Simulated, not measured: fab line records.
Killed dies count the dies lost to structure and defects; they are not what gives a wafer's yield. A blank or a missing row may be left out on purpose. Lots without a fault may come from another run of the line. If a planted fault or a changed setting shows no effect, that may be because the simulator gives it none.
3 desks looking at one fault || flow n5Finfet || what lay behind the numbers comes last; until then each desk has only its own

DESK OF THE TOOL OWNER: cmp-01
The tool's own readings at N5_MOL_CONTACT_COAG_CMP_52 (polishes, stops on SiO2, t overpolish 1.5 s, target thk 66.5 nm): means of the sampled wafers that have a number, for each lot that ran on this tool. A lot is out of limits, marked OUT, if its mean lies more than 4 standard deviations from the usual mean; the brackets give that distance.
Columns: A = motorCurrentA at N5_MOL_CONTACT_COAG_CMP_52, usual 11.8 A; B = overpolishRunS at N5_MOL_CONTACT_COAG_CMP_52, usual 1.499 s; C = timeToEndpointS at N5_MOL_CONTACT_COAG_CMP_52, usual 13.0 s
{"lot": "L455", "first seen here": "day 6 05:21", "A": 12.4, "B": 1.510, "C": 14.6}
{"lot": "L459", "first seen here": "day 7 05:53", "A": 12.3, "B": 1.509, "C": 11.8}
{"lot": "L463", "first seen here": "day 8 04:05", "A": 11.9, "B": 1.500, "C": 11.1}
{"lot": "L465", "first seen here": "day 8 20:47", "A": 11.9, "B": 1.506, "C": 12.0}
Finding of this desk: none of the 4 lots has anything out of limits.

AT THE METROLOGY DESK
What the gauges read for every lot (on any tool): the sampled wafers with a number, averaged. A lot is out of limits, marked OUT, if its mean lies more than 4 standard deviations from the usual mean; the brackets give that distance. Only the readings that lie furthest out on some lot appear, 7 of the 10 it has.
Columns: A = DIBL_N at N5_BEOL_M4_RC_MEAS_101, usual 36.5 mV/V; B = IOFF_N at N5_BEOL_M4_RC_MEAS_101, usual 0.17 nA/um; C = IOFF_P at N5_BEOL_M4_RC_MEAS_101, usual 0.21 nA/um; D = SS_N at N5_BEOL_M4_RC_MEAS_101, usual 71.7 mV/dec; E = SS_P at N5_BEOL_M4_RC_MEAS_101, usual 73.4 mV/dec; F = VT_N at N5_BEOL_M4_RC_MEAS_101, usual 249 mV; G = VT_P at N5_BEOL_M4_RC_MEAS_101, usual -251 mV
{"lot": "L452", "first seen here": "day 8 17:21", "A": 38.0, "B": 0.18, "C": 0.23, "D": 71.4, "E": 74.1, "F": 247, "G": -250}
{"lot": "L455", "first seen here": "day 9 01:02", "A": 34.3, "B": 0.15, "C": 0.20, "D": 70.7, "E": 73.2, "F": 250, "G": -248}
{"lot": "L453", "first seen here": "day 9 12:31", "A": 39.4, "B": 0.22, "C": 0.23, "D": 72.2, "E": 73.8, "F": 246, "G": -252}
{"lot": "L456", "first seen here": "day 9 17:25", "A": 37.5, "B": 0.19, "C": 0.24, "D": 71.9, "E": 73.6, "F": 247, "G": -250}
{"lot": "L459", "first seen here": "day 10 21:35", "A": 35.8, "B": 0.13, "C": 0.16, "D": 71.0, "E": 72.6, "F": 254, "G": -256}
{"lot": "L463", "first seen here": "day 12 12:31", "A": 38.6, "B": 0.17, "C": 0.21, "D": 71.9, "E": 73.9, "F": 250, "G": -253}
{"lot": "L465", "first seen here": "day 12 18:41", "A": 37.5, "B": 0.20, "C": 0.23, "D": 72.0, "E": 74.4, "F": 248, "G": -249}
{"lot": "L470", "first seen here": "day 13 10:07", "A": 35.8, "B": 0.17, "C": 0.20, "D": 72.0, "E": 73.1, "F": 249, "G": -253}
{"lot": "L467", "first seen here": "day 13 10:46", "A": 37.4, "B": 0.16, "C": 0.20, "D": 71.8, "E": 73.6, "F": 250, "G": -251}
Finding of this desk: none of the 9 lots has anything out of limits.

THE DEFECT DESK
For each lot, the counts of the inspections along the route, averaged over the sampled wafers that have a number. A lot is out of limits, marked OUT, if its mean lies more than 4 standard deviations from the usual mean; the brackets give that distance.
Columns: A = rawDefectCount at N5_MOL_CONTACT_COAG_INSPECT_97, usual 43
{"lot": "L452", "first seen here": "day 5 18:35", "A": 74}
{"lot": "L453", "first seen here": "day 5 21:44", "A": 36}
{"lot": "L455", "first seen here": "day 6 08:38", "A": 36}
{"lot": "L456", "first seen here": "day 6 18:35", "A": 26}
{"lot": "L459", "first seen here": "day 7 09:11", "A": 53}
{"lot": "L463", "first seen here": "day 8 09:26", "A": "291 (+16) OUT"}
{"lot": "L465", "first seen here": "day 9 00:08", "A": "292 (+16) OUT"}
{"lot": "L467", "first seen here": "day 9 09:33", "A": 57}
{"lot": "L470", "first seen here": "day 10 03:36", "A": 36}
This desk's verdict: out of limits on L463, L465, starting with L463 at day 8 09:26 (rawDefectCount at N5_MOL_CONTACT_COAG_INSPECT_97). L452, L453, L455, L456, L459, L467, L470 stayed within limits.

TAKEN TOGETHER
The defect desk could have raised an alarm at day 8 09:26, on L463, L465.
Nothing out of limits was seen by the tool owner's desk.
From the metrology desk's view, nothing was out of limits.
Tool owner's desk: L463, L465 on record, inside its limits.
The metrology desk has L463, L465 on record, within its limits.
Every lot named ran N5_MOL_CONTACT_COAG_CMP_52 on cmp-01.

WHAT WAS PUT IN BY THE SIMULATOR
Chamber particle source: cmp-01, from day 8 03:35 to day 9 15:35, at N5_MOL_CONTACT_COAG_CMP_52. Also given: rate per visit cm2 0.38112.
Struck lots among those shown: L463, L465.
Hours from the fault's start to each desk's first reading out of limits: the defect desk, 6.
